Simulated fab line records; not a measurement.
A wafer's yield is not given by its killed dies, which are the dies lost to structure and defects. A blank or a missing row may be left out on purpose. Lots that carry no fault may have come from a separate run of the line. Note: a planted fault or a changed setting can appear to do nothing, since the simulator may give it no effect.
A lot that was struck, set against a sound lot    flow nand_harc    26 out of 1159 route steps
Sound: the wafers L240.1, L240.4, L240.5. Struck: wafer L255.6. (L255.1, L255.4 of the same lot were not struck and are left out.) The cause comes at the end.
Per side, at each step with rows, come the tool, then ch with its chambers, and then its first start. Under that, the readings that differ: sound wafers    struck wafers    difference of the means    sigmas: that difference in standard deviations of wafers without a fault.
alike: a reading whose means differ by less than 2 such deviations, as well as words and numbers matching on both sides. not compared: withheld readings; readings where some wafer has no value; bounds like >300 that might hide an equal value; numbers whose values overlap and for which the record gives no deviation.
The two part at a step that has a row with sigmas, a row that says differs or no value, or rows on one side only. Non-overlapping numbers with no deviation appear without sigmas and do not part them. A reading missing from all wafers of one side parts the sides only when that side holds two or more wafers.

first, 1 step without rows for these wafers: NHARC_A_BLC_STRIP_29 (strips in CF4).
NHARC_A_BLC_STRIP_21: strips in O2.
  sound on rie_diel-03 ch 0,2,3, day 17 18:18; struck on rie_diel-03 ch 1, day 21 12:56
reading       sound           struck  difference  sigmas
rf_vpp_V (V)  58.0 57.0 58.0  59.5    +1.8        +2
  alike: drypump_motor_current_A, oes_product_au, showerhead_plenum_p_Torr, throttle_valve_pct
  not compared: rf_hours_counter_h
then, 1 step without rows for these wafers: NHARC_A_BLC_STRIP_22 (strips in post etch residue remover, time 600 s).
NHARC_A_BLC_DEGAS_30: time 60 s.
  sound: pvd_sputter-01 at day 17 18:43; struck: pvd_sputter-01 at day 21 13:21
  alike: heater_power_w
then, 1 step without rows for these wafers: NHARC_A_BLC_PRE_CLEAN_31 (time 15 s).
NHARC_A_BLC_PVD_32: deposits Ti, target thk 5 nm, time 17.7 s.
  sound on pvd_sputter-01; struck on pvd_sputter-01
reading               sound                 struck  difference  sigmas
substrate_temp_c (C)  199.95 200.09 200.10  199.66  -0.39       -2
  alike: cathode_dc_power_W, throttle_valve_pct
then, 1 step without rows for these wafers: NHARC_A_BLC_ALD_23 (deposits TiN, target thk 3 nm, pulse time 1 s, ald cycles 150).
NHARC_A_BLC_CVD_24: deposits W, target thk 150 nm, time 434 s.
  sound on cvd_w-02 ch 0,1; struck on cvd_w-01 ch 0
  alike: heater_power_w, mfc_h2_sccm, throttle_valve_pct
then, 2 steps without rows for these wafers: NHARC_A_BLC_CMP_25 (polishes, t overpolish 30 s, target thk 150 nm); NHARC_A_BLC_SRD_27.
NHARC_A_BLC_INSPECT_28:
  sound: defect_inspect-01 at day 17 20:09; struck: defect_inspect-01 at day 21 14:44
  alike: raw_defect_count
NHARC_A_M0_DEP_00: deposits SiOC, target thk 150 nm.
  sound on pecvd-02 ch 0,1,2, day 17 20:20; struck on pecvd-02 ch 0, day 21 14:48
  alike: showerhead_vpp_V
then, 9 steps without rows for these wafers: NHARC_A_M0_DEHYDRATE_01 (time 120 s); NHARC_A_M0_HMDS_02 (time 30 s); NHARC_A_M0_COAT_33 (time 65 s); NHARC_A_M0_COAT_03 (resist thk 90 nm); NHARC_A_M0_SOFTBAKE_04 (time 55 s); NHARC_A_M0_EBR_05; NHARC_A_M0_EXPOSE_06 (exposes mask A M0, target cd 80 nm); NHARC_A_M0_PEB_07 (peb time 65 s); NHARC_A_M0_DEVELOP_08 (develop time 35 s).
NHARC_A_M0_CD_MEAS_09: the cd target is 80 nm.
  sound on cd_sem-03 ch 0, day 17 21:05; struck on cd_sem-02 ch 0, day 21 15:30
  alike: cd_nm
NHARC_A_M0_OVL_MEAS_10: pitch 160 nm.
  sound: overlay-02 at day 17 21:10; struck: overlay-01 at day 21 15:36
reading            sound           struck  difference  sigmas
overlay_x_nm (nm)  -1.6 -2.2 -1.9  0.9     +2.8        +3
  alike: overlay_y_nm
NHARC_A_M0_INSPECT_11:
  sound: defect_inspect-02 at day 17 21:13; struck: defect_inspect-01 at day 21 15:38
reading           sound     struck  difference  sigmas
raw_defect_count  17 16 13  468     +453        +38
NHARC_A_M0_DESCUM_14: chemistry O2, time 3 s.
  sound on rie_diel-06 ch 1,2, day 17 21:16; struck on rie_diel-06 ch 0, day 21 15:42
  alike: drypump_motor_current_A, oes_product_au, rf_vpp_V, showerhead_plenum_p_Torr, throttle_valve_pct
  not compared: rf_hours_counter_h
-- jump in the record: it breaks off in module A_M0 and resumes in module END (first step shown: number 1159 of the route), and 2 days separate the struck wafers' starts before and after --
NHARC_END_SORT_01:
  here the record holds rows for the struck wafers (prober-01 ch 0, day 23 21:59) but none for the sound ones

## WHERE THEY PART
Last at NHARC_END_SORT_01 as far as this record goes, first at NHARC_A_BLC_STRIP_21.

WHY: what had been put in by the simulator
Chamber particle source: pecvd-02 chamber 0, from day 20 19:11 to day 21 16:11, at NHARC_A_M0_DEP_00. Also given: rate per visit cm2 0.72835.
